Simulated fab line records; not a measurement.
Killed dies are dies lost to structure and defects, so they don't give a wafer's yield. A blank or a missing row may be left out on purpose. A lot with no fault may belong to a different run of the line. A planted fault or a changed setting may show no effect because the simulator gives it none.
Matching of chambers	flow nand_harc	4 sister chambers for NHARC_A_BONDPAD_CMP_19 on cmp-04
The step polishes, t overpolish 30 s, cu recess touch 16 s, target thk 169.82 nm. 8 wafers are shown with their chamber, then 12 later ones without.

## WAFERS, EACH WITH ITS CHAMBER
wafer	chamber	motor_current_A (A)	overpolish_run_s (s)
L082.4	2	12.4	30.008
L084.1	3	10.8	30.008
L084.4	2	13.1	29.998
L084.5	1	12.0	30.006
L084.6	0	12.0	29.993
L085.3	1	10.9	29.993
L085.5	3	10.5	29.982
L085.6	0	11.2	29.987

## WAFERS MISSING THEIR CHAMBER
wafer	motor_current_A (A)	overpolish_run_s (s)
L087.2	12.7	30.012
L087.3	11.1	30.013
L087.4	11.6	29.999
L087.1	11.0	30.018
L087.5	12.0	30.018
L087.6	11.1	29.995
L096.1	11.8	30.008
L096.2	13.3	30.006
L096.3	10.8	29.993
L096.4	10.8	30.018
L096.5	12.4	29.994
L096.6	12.0	29.999

## CHAMBER TAKEN BY EACH
wafer	from the rows above	in truth
L087.2	can't be placed: 2 or 1 or 0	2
L087.3	can't be placed: 1 or 3 or 0 or 2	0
L087.4	can't be placed: 1 or 0 or 3 or 2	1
L087.1	can't be placed: 1 or 3 or 0 or 2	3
L087.5	can't be placed: 2 or 1 or 0 or 3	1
L087.6	can't be placed: 1 or 3 or 0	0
L096.1	can't be placed: 1 or 0 or 2 or 3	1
L096.2	2	2
L096.3	can't be placed: 3 or 1 or 0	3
L096.4	can't be placed: 1 or 3 or 0 or 2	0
L096.5	can't be placed: 2 or 0 or 1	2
L096.6	can't be placed: 1 or 0 or 2 or 3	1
Correctly placed: 1 of 12. Cannot be placed on the basis of these rows: 11; the candidates contain the true chamber in 11. Placed wrongly: 0.
How it was worked out, from the rows above alone: a wafer's distance from a chamber is the root of the sum, over the readings, of the square of ((its reading less the chamber's mean) divided by the reading's scatter). If the next closest chamber is less than 2 further off than the closest, the wafer can't be placed; otherwise it belongs to the closest. For every chamber, the mean is computed from those of its wafers that are shown. The scatter: take each reading less its chamber's mean, square it, sum over the shown wafers, divide by the number of wafers less the number of chambers, and take the root.
